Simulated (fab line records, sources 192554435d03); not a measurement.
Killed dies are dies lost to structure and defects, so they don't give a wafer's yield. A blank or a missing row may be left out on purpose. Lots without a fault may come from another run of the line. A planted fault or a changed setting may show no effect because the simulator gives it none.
Split-lot experiment | flow n5_finfet | 7 lots, 39 wafers read, on a route of 1938 steps

THE SPLIT
At N5_WELL_APT_EPI_41 (deposits Si from SiH4/H2, target thk 50 nm, time 297.7 s), the setting time_s was moved away from the recipe's 297.7 s on 12 of the 39 wafers read, by -7.2% to +7.2%. The other wafers ran this setting at the recipe's value.

The reading is taken at the split's own step.

THE READING
Si_of_WELL_APT_EPI_41.thk_nm (the simulator's own value, which no gauge read), in nm, at N5_WELL_APT_EPI_41 (deposits Si from SiH4/H2, target thk 50 nm, time 297.7 s). The file gives no usual value for it. The 27 wafers here that ran the recipe average 50.38 nm, standard deviation 0.68 nm.

wafer  | tool, chamber at the split | time_s as run, s | against the recipe | Si_of_WELL_APT_EPI_41.thk_nm, nm | against lot-mates on the recipe
L074.1 | epi_rpcvd-04, 0            | 297.7            | recipe             | 50.13                            | -
L074.2 | epi_rpcvd-04, 0            | 297.7            | recipe             | 50.61                            | -
L074.3 | epi_rpcvd-04, 0            | 297.7            | recipe             | 50.99                            | -
L074.4 | epi_rpcvd-04, 0            | 276.3            | -7.2%              | 46.21                            | -4.37
L074.5 | epi_rpcvd-04, 0            | 276.3            | -7.2%              | 46.53                            | -4.05
L074.6 | epi_rpcvd-04, 0            | 276.3            | -7.2%              | 46.77                            | -3.81
L079.1 | epi_rpcvd-04, 0            | 297.7            | recipe             | 50.17                            | -
L079.2 | epi_rpcvd-04, 0            | 305.8            | +2.7%              | 51.45                            | +1.42
L079.3 | epi_rpcvd-04, 0            | 297.7            | recipe             | 49.96                            | -
L079.6 | epi_rpcvd-04, 0            | 297.7            | recipe             | 49.96                            | -
L079.4 | epi_rpcvd-04, 0            | 305.8            | +2.7%              | 52.15                            | +2.12
L079.5 | epi_rpcvd-04, 0            | 305.8            | +2.7%              | 51.65                            | +1.62
L081.1 | epi_rpcvd-04, 0            | 310.8            | +4.4%              | 53.62                            | +2.75
L081.4 | epi_rpcvd-04, 0            | 310.8            | +4.4%              | 53.62                            | +2.75
L081.2 | epi_rpcvd-04, 0            | 310.8            | +4.4%              | 53.41                            | +2.54
L081.3 | epi_rpcvd-04, 0            | 297.7            | recipe             | 50.53                            | -
L081.5 | epi_rpcvd-04, 0            | 297.7            | recipe             | 51.4                             | -
L081.6 | epi_rpcvd-04, 0            | 297.7            | recipe             | 50.67                            | -
L082.1 | epi_rpcvd-03, 0            | 297.7            | recipe             | 50                               | -
L082.2 | epi_rpcvd-03, 0            | 297.7            | recipe             | 49.99                            | -
L082.5 | epi_rpcvd-03, 0            | 297.7            | recipe             | 49.58                            | -
L085.1 | epi_rpcvd-04, 0            | 297.7            | recipe             | 51.55                            | -
L085.2 | epi_rpcvd-04, 0            | 297.7            | recipe             | 51.27                            | -
L085.3 | epi_rpcvd-04, 0            | 297.7            | recipe             | 51.28                            | -
L085.4 | epi_rpcvd-04, 0            | 297.7            | recipe             | 50.97                            | -
L085.5 | epi_rpcvd-04, 0            | 297.7            | recipe             | 50.95                            | -
L085.6 | epi_rpcvd-04, 0            | 297.7            | recipe             | 50.63                            | -
L093.1 | epi_rpcvd-03, 0            | 297.7            | recipe             | 49.08                            | -
L093.2 | epi_rpcvd-03, 0            | 297.7            | recipe             | 49.41                            | -
L093.3 | epi_rpcvd-03, 0            | 319.2            | +7.2%              | 52.96                            | +3.82
L093.4 | epi_rpcvd-03, 0            | 297.7            | recipe             | 48.93                            | -
L093.5 | epi_rpcvd-03, 0            | 319.2            | +7.2%              | 53.7                             | +4.56
L093.6 | epi_rpcvd-03, 0            | 319.2            | +7.2%              | 52.91                            | +3.77
L095.1 | epi_rpcvd-03, 0            | 297.7            | recipe             | 50.45                            | -
L095.2 | epi_rpcvd-03, 0            | 297.7            | recipe             | 50.91                            | -
L095.3 | epi_rpcvd-03, 0            | 297.7            | recipe             | 50.04                            | -
L095.4 | epi_rpcvd-03, 0            | 297.7            | recipe             | 50.85                            | -
L095.5 | epi_rpcvd-03, 0            | 297.7            | recipe             | 49.92                            | -
L095.6 | epi_rpcvd-03, 0            | 297.7            | recipe             | 49.99                            | -

THE FIT
A straight line over all 39 wafers: Si_of_WELL_APT_EPI_41.thk_nm changes by +0.505 nm for each +1% of time_s; r = +0.92; the points scatter about the line by 0.7 nm.
The same after taking each lot's own level away (the mean of its wafers on the recipe; 39 wafers): +0.573 nm for each +1%; r = +0.99; scatter 0.31 nm.
On that fit, the largest move of time_s shifts the reading by 4.1 nm.
The lots' own levels span 49.140 to 51.108 nm, that is 2.9 times the standard deviation above.
So the lot-to-lot level changes the slope: the two fits differ.
Check: with one of the wafers moved furthest among these (+7.2%) left out of the fit, the line predicts +4.22 nm for it against its lot-mates. It came out at +3.82 nm against them.

THE FILE'S OWN FIT
Si_of_WELL_APT_EPI_41.thk_nm changes by +0.574 nm for each +1% of time_s, r = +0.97.
